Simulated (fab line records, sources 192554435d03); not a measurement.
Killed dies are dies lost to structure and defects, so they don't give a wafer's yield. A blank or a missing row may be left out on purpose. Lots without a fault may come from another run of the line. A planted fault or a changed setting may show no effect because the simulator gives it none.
Which tool did it? | flow n5_finfet | 10 lots, 29 wafers sampled, at 6 steps of a route of 1938

WHAT THE GAUGES READ, wafer by wafer
N5_BEOL_M4_RC_MEAS_101.
lot  | measured     | on        | DIBL_N (mV/V)
L434 | day 8 22:41  | prober-02 | 39.3 38.8 36.7
L436 | day 9 02:05  | prober-01 | 38.5 35.9 35.7
L437 | day 9 07:04  | prober-01 | 36.9 34.3 35.0
L439 | day 10 02:21 | prober-01 | 40.5 37.7 36.3
L442 | day 10 09:36 | prober-02 | 38.0 37.7 37.2
L449 | day 12 09:53 | prober-01 | 37.3 36.8 36.2
L450 | day 12 07:57 | prober-01 | 36.9 35.7
L452 | day 13 16:40 | prober-02 | 37.1 34.8 32.6
L453 | day 13 20:19 | prober-01 | 34.2 39.0 36.4
L455 | day 13 23:04 | prober-02 | 36.1 38.0 37.1

WHICH TOOL RAN EACH LOT (tool, then ch and the chambers of the sampled wafers, then the start)
lot  | N5_BEOL_M2_PECVD_72             | N5_BEOL_M2_SPUTTER_86        | N5_BEOL_M2_SPUTTER_92        | N5_BEOL_M2_ANNEAL_95         | N5_BEOL_M2_CMP_52
L434 | pecvd-04 ch 0,2, day 7 01:32    | pvd_sputter-02, day 7 13:22  | pvd_sputter-02, day 7 14:02  | pvd_sputter-02, day 7 14:20  | cmp-02 ch 1,2,3, day 7 15:07
L436 | pecvd-04 ch 0,2, day 7 13:54    | pvd_sputter-01, day 7 20:10  | pvd_sputter-01, day 7 20:49  | pvd_sputter-01, day 7 21:07  | cmp-03 ch 2,3, day 7 21:47
L437 | pecvd-04 ch 0,2, day 7 18:20    | pvd_sputter-02, day 7 23:04  | pvd_sputter-02, day 7 23:44  | pvd_sputter-02, day 8 00:02  | cmp-01 ch 2,3, day 8 00:40
L439 | pecvd-04 ch 0,1,2, day 8 09:20  | pvd_sputter-01, day 8 20:34  | pvd_sputter-01, day 8 21:13  | pvd_sputter-01, day 8 21:31  | cmp-01 ch 0,1,2, day 8 22:13
L442 | pecvd-04 ch 1,2, day 9 00:16    | pvd_sputter-01, day 9 08:25  | pvd_sputter-01, day 9 09:05  | pvd_sputter-01, day 9 09:23  | cmp-01 ch 0,2,3, day 9 10:04
L449 | pecvd-03 ch 1,2, day 10 21:49   | pvd_sputter-02, day 11 04:55 | pvd_sputter-02, day 11 05:35 | pvd_sputter-02, day 11 05:53 | cmp-01 ch 0,1,2, day 11 06:35
L450 | pecvd-03 ch 1,2, day 11 02:01   | pvd_sputter-02, day 11 07:05 | pvd_sputter-02, day 11 07:44 | pvd_sputter-02, day 11 08:02 | cmp-02 ch 3, day 11 08:40
L452 | pecvd-04 ch 1,2, day 11 21:26   | pvd_sputter-03, day 12 10:46 | pvd_sputter-03, day 12 11:25 | pvd_sputter-03, day 12 11:43 | cmp-03 ch 0,1,3, day 12 12:21
L453 | pecvd-02 ch 0,1,2, day 12 01:14 | pvd_sputter-01, day 12 14:19 | pvd_sputter-01, day 12 14:59 | pvd_sputter-01, day 12 15:17 | cmp-02 ch 0,1, day 12 15:55
L455 | pecvd-02 ch 1,2, day 12 18:36   | pvd_sputter-01, day 13 02:24 | pvd_sputter-01, day 13 03:04 | pvd_sputter-01, day 13 03:22 | cmp-03 ch 0,1, day 13 03:59
- N5_BEOL_M2_PECVD_72: deposits SiO2 from TEOS/O2, target thk 16 nm, time 18 s.
- N5_BEOL_M2_SPUTTER_86: material Cu, target thk 4.5 nm, time 8.29 s.
- N5_BEOL_M2_SPUTTER_92: material Cu, target thk 4.5 nm, time 8.29 s.
- N5_BEOL_M2_ANNEAL_95: time 240 s.
- N5_BEOL_M2_CMP_52: polishes, stops on SiOC, t overpolish 6.8 s, target thk 40 nm.

THE ANSWER, worked out from the rows above alone
Rule: what is usual is taken from the lots themselves. Put in order of their means at a reading, lots are off if they are a third of the lots or fewer, leave a main group of 4 or more, and stand apart from it by a gap of 3 or more times the standard deviation of the main group's means; of several such gaps the widest counts. A main group whose means are all the same, to the digits that the tables above print for the reading, isn't used. A lot without any number at a reading at which 4 lots or more have one is off too. The other lots that the step has rows for count as sound.
No lot is off at any reading shown: from this, nothing can be told.

WHAT THE SIMULATOR HAD PUT IN
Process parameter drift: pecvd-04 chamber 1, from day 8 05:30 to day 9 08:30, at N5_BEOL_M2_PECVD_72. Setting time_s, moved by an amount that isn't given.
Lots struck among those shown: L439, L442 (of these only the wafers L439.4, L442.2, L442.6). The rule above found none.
